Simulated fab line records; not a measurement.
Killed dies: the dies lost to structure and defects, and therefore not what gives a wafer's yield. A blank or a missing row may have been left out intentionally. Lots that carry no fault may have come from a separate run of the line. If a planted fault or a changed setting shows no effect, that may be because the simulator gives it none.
A struck lot beside a sound one / flow nandHarc / 25 out of 1302 route steps
Sound: the wafers L180.2, L180.3, L180.6. Wafers struck: L192.1, L192.4, L192.6. Last of all comes the cause.
For every step that has rows: the tool of each side, followed by ch and its chambers, followed by its first start. Under that, the readings that differ: sound wafers / struck wafers / difference of the means / sigmas: that difference in standard deviations of wafers without a fault.
alike: a reading whose means differ by less than 2 such deviations, as well as words and numbers matching on both sides. not compared: withheld readings; readings where some wafer has no value; bounds like >300 that might hide an equal value; numbers whose values overlap and for which the record gives no deviation.
The two part at a step that has a row with sigmas, a row that says differs or no value, or rows on one side only. When numbers do not overlap yet have no deviation, they are printed without sigmas and do not part them. A reading missing from all wafers of one side parts the sides only when that side holds two or more wafers.

first, 4 steps without rows for these wafers: NHARC_P_GATE_PRECLEAN_71 (cleans in SC1); NHARC_P_GATE_SRD_72; NHARC_P_GATE_OXIDE_16 (material SiO2, target thk 3 nm, ox time 392 s); NHARC_P_GATE_CVD_17 (deposits poly-Si, target thk 150 nm, time 900 s).
NHARC_P_GATE_HM_DEP_102: deposits aC, target thk 120 nm.
  sound on aclDep-01 ch 0, day 5 06:30; struck on aclDep-03 ch 0, day 10 22:30
  alike: throttleValvePct
NHARC_P_GATE_DEP_103: deposits SiON, target thk 30 nm.
  sound on pecvd-03 ch 0,1,2, day 5 07:03; struck on pecvd-01 ch 1,2, day 10 23:20
  alike: heaterPowerW
then, 6 steps without rows for these wafers: NHARC_P_GATE_DEHYDRATE_18 (time 120 s); NHARC_P_GATE_HMDS_19 (time 30 s); NHARC_P_GATE_COAT_20 (resist thk 90 nm); NHARC_P_GATE_SOFTBAKE_21 (time 55 s); NHARC_P_GATE_EBR_22; NHARC_P_GATE_EXPOSE_23 (exposes mask P GATE, target cd 120 nm).
NHARC_P_GATE_PEB_24: peb time 65 s.
  sound on lithoTrack-01 ch 0, day 5 07:39; struck on lithoTrack-01 ch 0, day 10 23:56
reading=heaterPowerTotalW (W); sound=157.0 156.5 157.0; struck=170.6 170.2 170.4; difference=+13.6; sigmas=+32
  alike: chillPlateTempC
then, 1 step without rows for these wafers: NHARC_P_GATE_DEVELOP_25 (develop time 35 s).
NHARC_P_GATE_CD_MEAS_26 targets a cd of 120 nm.
  sound on cdSem-01 ch 0, day 5 07:44; struck on cdSem-01 ch 0, day 11 00:01
reading=cdNm (nm); sound=120.5 120.5 119.8; struck=126.7 126.0 126.3; difference=+6.1; sigmas=+8
NHARC_P_GATE_OVL_MEAS_27:
  sound on overlay-02 at day 5 07:49; struck on overlay-02 at day 11 00:07
reading=overlayYNm (nm); sound=-1.0 -0.6 -0.9; struck=1.0 1.2 1.2; difference=+2.0; sigmas=+3
  alike: overlayXNm
NHARC_P_GATE_INSPECT_28:
  sound on defectInspect-01 at day 5 07:51; struck on defectInspect-02 at day 11 00:08
  alike: rawDefectCount
NHARC_P_GATE_DESCUM_31: chemistry O2, time 3 s.
  sound on rieDiel-10 ch 0,2, day 5 07:55; struck on rieDiel-07 ch 0,1, day 11 00:13
reading=drypumpMotorCurrentA (A); sound=5.8 4.8 4.8; struck=6.0 6.0 6.0; difference=+0.9; sigmas=+2
reading=model.P_GATE.cdNm (nm); sound=120.7 120.6 120; struck=126.3 125.9 125.9; difference=+5.6; sigmas=
  alike: oesProductAu, rfVppV, showerheadPlenumPTorr, throttleValvePct
  not compared: rfHoursCounterH
NHARC_P_GATE_ETCH_104: etches the open film in CF4/CHF3, target depth 60 nm.
  sound on rieDiel-10 ch 1,2, day 5 08:00; struck on rieDiel-07 ch 1,2,3, day 11 00:17
reading=oesProductAu (a.u.); sound=0.916 0.938 0.931; struck=0.979 0.983 0.964; difference=+0.047; sigmas=+2
  alike: cf4FlowSccm, drypumpMotorCurrentA, rfVppV, showerheadPlenumPTorr, throttleValvePct
then, 2 steps without rows for these wafers: NHARC_P_GATE_HM_OPEN_105 (chemistry O2/COS, target depth 360 nm); NHARC_P_GATE_STRIP_106 (strips in O2/COS).
NHARC_P_GATE_ETCH_114: etches the open film in CF4/O2, target depth 30 nm, overetch 3 nm, time 16.5 s.
  sound: rieDiel-10 ch 0,1,2; struck: rieDiel-07 ch 0,2,3
  alike: cf4FlowSccm, drypumpMotorCurrentA, oesProductAu, rfVppV, showerheadPlenumPTorr, throttleValvePct
  not compared: rfHoursCounterH
NHARC_P_GATE_ETCH_32: etches the open film in HBr/Cl2, target depth 150 nm, time 100.1 s.
  sound on rieSi-05 ch 1,2, day 5 08:22; struck on rieSi-02 ch 1,2, day 11 00:40
  alike: drypumpMotorCurrentA, oesProductAu, throttleValvePct
  not compared: rfHoursCounterH, model.P_GATE.cdNm
NHARC_P_GATE_STRIP_108: strips in O2.
  sound on rieDiel-07 ch 0,1,3, day 5 08:34; struck on rieDiel-10 ch 1,2,3, day 11 00:49
  alike: drypumpMotorCurrentA, oesProductAu, rfVppV, showerheadPlenumPTorr, throttleValvePct
  not compared: rfHoursCounterH
-- record jumps: 19 days between struck wafers' starts before vs after; left off in module P_GATE, resumes in module END, first step shown is number 1302 of the route --
NHARC_END_SORT_01:
  only the struck wafers appear in the record here, on prober-01 ch 0 at day 30 10:01; the sound ones have no rows

== WHERE THEY PART ==
At NHARC_P_GATE_PEB_24 first; at NHARC_END_SORT_01 last (within this record only).

WHY: whatever the simulator had introduced
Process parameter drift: lithoTrack-01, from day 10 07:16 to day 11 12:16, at NHARC_P_GATE_PEB_24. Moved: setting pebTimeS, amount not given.
